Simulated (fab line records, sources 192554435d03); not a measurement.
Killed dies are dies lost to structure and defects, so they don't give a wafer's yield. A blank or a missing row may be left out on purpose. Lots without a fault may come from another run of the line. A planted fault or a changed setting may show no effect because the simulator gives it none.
Split-lot experiment | flow n5_finfet | 7 lots, 21 wafers read, on a route of 1938 steps

THE SPLIT
At N5_FIN_SAQP_PECVD_06 (deposits a-Si from SiH4/He, target thk 60 nm, time 48.1 s), the setting time_s was moved away from the recipe's 48.1 s on 5 of the 21 wafers read, by -6.3% to +6.1%. The other wafers ran this setting at the recipe's value.

FROM THE SPLIT TO THE READING: what the file shows between them, 12 steps
- N5_FIN_SAQP_THK_MEAS_07
- N5_FIN_SAQP_HM_DEP_72: deposits SiO2 from SiH4/N2O, target thk 12 nm, time 7.2 s
- N5_FIN_SAQP_COAT_49: time 60 s, resist thk 100 nm
- N5_FIN_SAQP_ETCH_52: etches SOC in N2/H2, target depth 100 nm, overetch 20 nm, time 150 s
- N5_FIN_SAQP_STRIP_53: strips in N2/H2
- N5_FIN_SAQP_HM_OPEN_73: chemistry CHF3/O2, target SiO2, stops on a-Si, target depth 12 nm, time 16.8 s
- N5_FIN_SAQP_STRIP_74: strips in CHF3/O2
- N5_FIN_SAQP_MANDREL_ETCH_22: etches a-Si in HBr/Cl2, stops on SiNx, target depth 60 nm, bt time 10 s, time 30 s
- N5_FIN_SAQP_STRIP_55: strips in N2/H2
- N5_FIN_SAQP_STRIP_23: strips in SPM, time 750 s
- N5_FIN_SAQP_SRD_66: time 30 s
- N5_FIN_SAQP_RECESS_75: chemistry HF/NH3, target SiO2, target depth 14.4 nm, afs cycles 3, sublimation time 60 s

THE READING
a-Si_of_FIN_SAQP_PECVD_06.thk_nm (the simulator's own value, which no gauge read), in nm, at N5_FIN_SAQP_SPACER1_ALD_24 (deposits SiO2, target thk 20.3 nm, pulse time 1 s, purge time 2 s). The file gives no usual value for it. The 16 wafers here that ran the recipe average 59.5 nm, standard deviation 0.76 nm.

wafer  | tool, chamber at the split | time_s as run, s | against the recipe | a-Si_of_FIN_SAQP_PECVD_06.thk_nm, nm | against lot-mates on the recipe
L078.3 | pecvd-01, 0                | 48.1             | recipe             | 59.2                                 | -
L078.6 | pecvd-01, 1                | 48.1             | recipe             | 59.2                                 | -
L078.4 | pecvd-01, 2                | 48.1             | recipe             | 59.8                                 | -
L084.1 | pecvd-01, 1                | 48.1             | recipe             | 59.2                                 | -
L084.3 | pecvd-01, 0                | 48.1             | recipe             | 59                                   | -
L084.5 | pecvd-01, 0                | 48.1             | recipe             | 60.4                                 | -
L085.2 | pecvd-03, 0                | 48.1             | recipe             | 57.8                                 | -
L085.3 | pecvd-03, 2                | 45.06            | -6.3%              | 54.8                                 | -4.0
L085.5 | pecvd-03, 1                | 48.1             | recipe             | 59.8                                 | -
L087.1 | pecvd-04, 2                | 48.1             | recipe             | 60.4                                 | -
L087.2 | pecvd-04, 0                | 48.1             | recipe             | 59.8                                 | -
L087.6 | pecvd-04, 2                | 48.1             | recipe             | 61.2                                 | -
L091.1 | pecvd-03, 2                | 50.45            | +4.9%              | 62                                   | +2.8
L091.3 | pecvd-03, 1                | 48.1             | recipe             | 59.2                                 | -
L091.5 | pecvd-03, 2                | 50.45            | +4.9%              | 62.4                                 | +3.2
L096.1 | pecvd-03, 2                | 48.1             | recipe             | 59                                   | -
L096.4 | pecvd-03, 0                | 48.1             | recipe             | 59.8                                 | -
L096.5 | pecvd-03, 1                | 48.1             | recipe             | 59.8                                 | -
L097.1 | pecvd-03, 0                | 51.03            | +6.1%              | 61.8                                 | +3.0
L097.2 | pecvd-03, 2                | 51.03            | +6.1%              | 61.8                                 | +3.0
L097.4 | pecvd-03, 0                | 48.1             | recipe             | 58.8                                 | -

THE FIT
A straight line over all 21 wafers: a-Si_of_FIN_SAQP_PECVD_06.thk_nm changes by +0.532 nm for each +1% of time_s; r = +0.88; the points scatter about the line by 0.81 nm.
The same after taking each lot's own level away (the mean of its wafers on the recipe; 21 wafers): +0.567 nm for each +1%; r = +0.95; scatter 0.54 nm.
On that fit, the largest move of time_s shifts the reading by 3.6 nm.
The lots' own levels span 58.80 to 60.47 nm, that is 2.2 times the standard deviation above.
So the lot-to-lot level changes the slope little: the two slopes agree.
Check: with one of the wafers moved furthest among these (-6.3%) left out of the fit, the line predicts -3.39 nm for it against its lot-mates. It came out at -4 nm against them.

THE WHOLE CHAIN: every reading that the file lists as answering this split, in the file's order
step                        | what it does                                                                       | reading                                                                           | change (the file's fit)               | r (the file's)
N5_FIN_SAQP_PECVD_06        | deposits a-Si from SiH4/He, target thk 60 nm, time 48.1 s                          | a-Si_of_FIN_SAQP_PECVD_06.thk_nm (the simulator's own value, which no gauge read) | +0.598 nm for each +1% of the setting | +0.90
N5_FIN_SAQP_THK_MEAS_07     |                                                                                    | thk_nm                                                                            | withheld for each +1% of the setting  | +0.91
N5_FIN_SAQP_HM_OPEN_73      | chemistry CHF3/O2, target SiO2, stops on a-Si, target depth 12 nm, time 16.8 s     | a-Si_of_FIN_SAQP_PECVD_06.thk_nm (the simulator's own value, which no gauge read) | +0.59 nm for each +1% of the setting  | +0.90
N5_FIN_SAQP_MANDREL_ETCH_22 | etches a-Si in HBr/Cl2, stops on SiNx, target depth 60 nm, bt time 10 s, time 30 s | etch.depth_nm (the simulator's own value, which no gauge read)                    | +0.59 nm for each +1% of the setting  | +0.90
N5_FIN_SAQP_SPACER1_ALD_24  | deposits SiO2, target thk 20.3 nm, pulse time 1 s, purge time 2 s                  | a-Si_of_FIN_SAQP_PECVD_06.thk_nm (the simulator's own value, which no gauge read) | +0.577 nm for each +1% of the setting | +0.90

THE FILE'S OWN FIT
a-Si_of_FIN_SAQP_PECVD_06.thk_nm changes by +0.577 nm for each +1% of time_s, r = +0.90.
